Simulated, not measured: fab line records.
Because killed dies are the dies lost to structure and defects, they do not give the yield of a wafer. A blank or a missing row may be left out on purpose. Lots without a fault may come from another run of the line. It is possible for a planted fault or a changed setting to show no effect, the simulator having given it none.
Lot-split experiment | flow n5-finfet | route with 1938 steps; 7 lots, 21 wafers read

== THE SPLIT ==
At N5_SDB_EXPOSE_08 (exposes mask SDB), the setting dose-mj was moved away from the recipe's 49.6 on 4 of the 21 wafers read, by -7.2% to +7.5%. The other wafers ran this setting at the recipe's value.

== FROM THE SPLIT TO THE READING: what the file shows between them, 2 steps ==
- N5_SDB_PEB_09: peb time 60 s
- N5_SDB_DEVELOP_10: develop time 30 s

== THE READING ==
cd-nm (nm) at N5_SDB_CD_MEAS_11, where the cd target is 50 nm. Fault-free wafers of this fab line usually give 50.4 nm, standard deviation 1.4 nm.

wafer  | tool, chamber at the split | dose-mj as run | against the recipe | cd-nm, nm | against lot-mates on the recipe
L077.3 | arfi-scanner-02, 0         | 49.6           | recipe             | 48.8      | -
L077.5 | arfi-scanner-02, 0         | 46.03          | -7.2%              | 42.3      | -5.9
L077.6 | arfi-scanner-02, 0         | 49.6           | recipe             | 47.6      | -
L079.1 | arfi-scanner-03, 0         | 49.6           | recipe             | 48.3      | -
L079.3 | arfi-scanner-03, 0         | 49.6           | recipe             | 50.5      | -
L079.4 | arfi-scanner-03, 0         | 49.6           | recipe             | 50.2      | -
L080.2 | arfi-scanner-03, 0         | 49.6           | recipe             | 48.8      | -
L080.5 | arfi-scanner-03, 0         | 52.88          | +6.6%              | 58.7      | +8.9
L080.6 | arfi-scanner-03, 0         | 49.6           | recipe             | 50.8      | -
L081.1 | arfi-scanner-03, 0         | 49.6           | recipe             | 51.2      | -
L081.5 | arfi-scanner-03, 0         | 49.6           | recipe             | 52.3      | -
L081.6 | arfi-scanner-03, 0         | 49.6           | recipe             | 53.0      | -
L085.1 | arfi-scanner-02, 0         | 49.6           | recipe             | 47.9      | -
L085.2 | arfi-scanner-02, 0         | 53.3           | +7.5%              | 58.1      | +8.9
L085.5 | arfi-scanner-02, 0         | 49.6           | recipe             | 50.5      | -
L086.1 | arfi-scanner-01, 0         | 49.6           | recipe             | 51.6      | -
L086.5 | arfi-scanner-01, 0         | 47.51          | -4.2%              | 46.7      | -5.0
L086.6 | arfi-scanner-01, 0         | 49.6           | recipe             | 51.8      | -
L088.1 | arfi-scanner-01, 0         | 49.6           | recipe             | 48.9      | -
L088.2 | arfi-scanner-01, 0         | 49.6           | recipe             | 51.3      | -
L088.5 | arfi-scanner-01, 0         | 49.6           | recipe             | 51.0      | -

FIT RESULTS
A straight line over all 21 wafers: cd-nm changes by +1.1 nm for each +1% of dose-mj; r = +0.91; the points scatter about the line by 1.5 nm.
The same after taking each lot's own level away (the mean of its wafers on the recipe; 21 wafers): +1.11 nm for each +1%; r = +0.95; scatter 1 nm.
Per that fit: largest dose-mj move, reading shift of 8.3 nm.
The lots' own levels span 48.20 to 52.17 nm, that is 2.8 times the standard deviation above.
Consequently the slope shifts little with the lot-to-lot level, the two slopes agreeing.
Check: for one of the wafers moved furthest among these (+7.5%), held out of the fit, the line's prediction against its lot-mates is +8.27 nm. It came out at +8.9 nm against them.

== THE OTHER SPLITS THESE WAFERS WENT THROUGH ==
These wafers also went through other splits before the reading. Each is held against what the fit with the lots' levels taken away leaves over:
other split on the same wafers  | wafers away from the commonest value | r with cd-nm (lot level and that fit taken away)
N5_ZERO_LAYER_PECVD_02 time-s   | 9                                    | +0.11
N5_ZERO_LAYER_COAT_05 spin-rpm  | 6                                    | -0.18
N5_WELL_APT_EXPOSE_22 dose-mj   | 6                                    | +0.03
N5_WELL_APT_PEB_23 peb-time-s   | 5                                    | +0.34
N5_FIN_SAQP_ETCH_65 time-s      | 7                                    | +0.16
N5_DUMMY_GATE_COAT_35 spin-rpm  | 7                                    | -0.06
N5_DUMMY_GATE_EXPOSE_12 dose-mj | 4                                    | +0.24
N5_SDB_COAT_04 spin-rpm         | 8                                    | -0.16

== THE FILE'S OWN FIT ==
cd-nm changes by +1.12 nm for each +1% of dose-mj, r = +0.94.
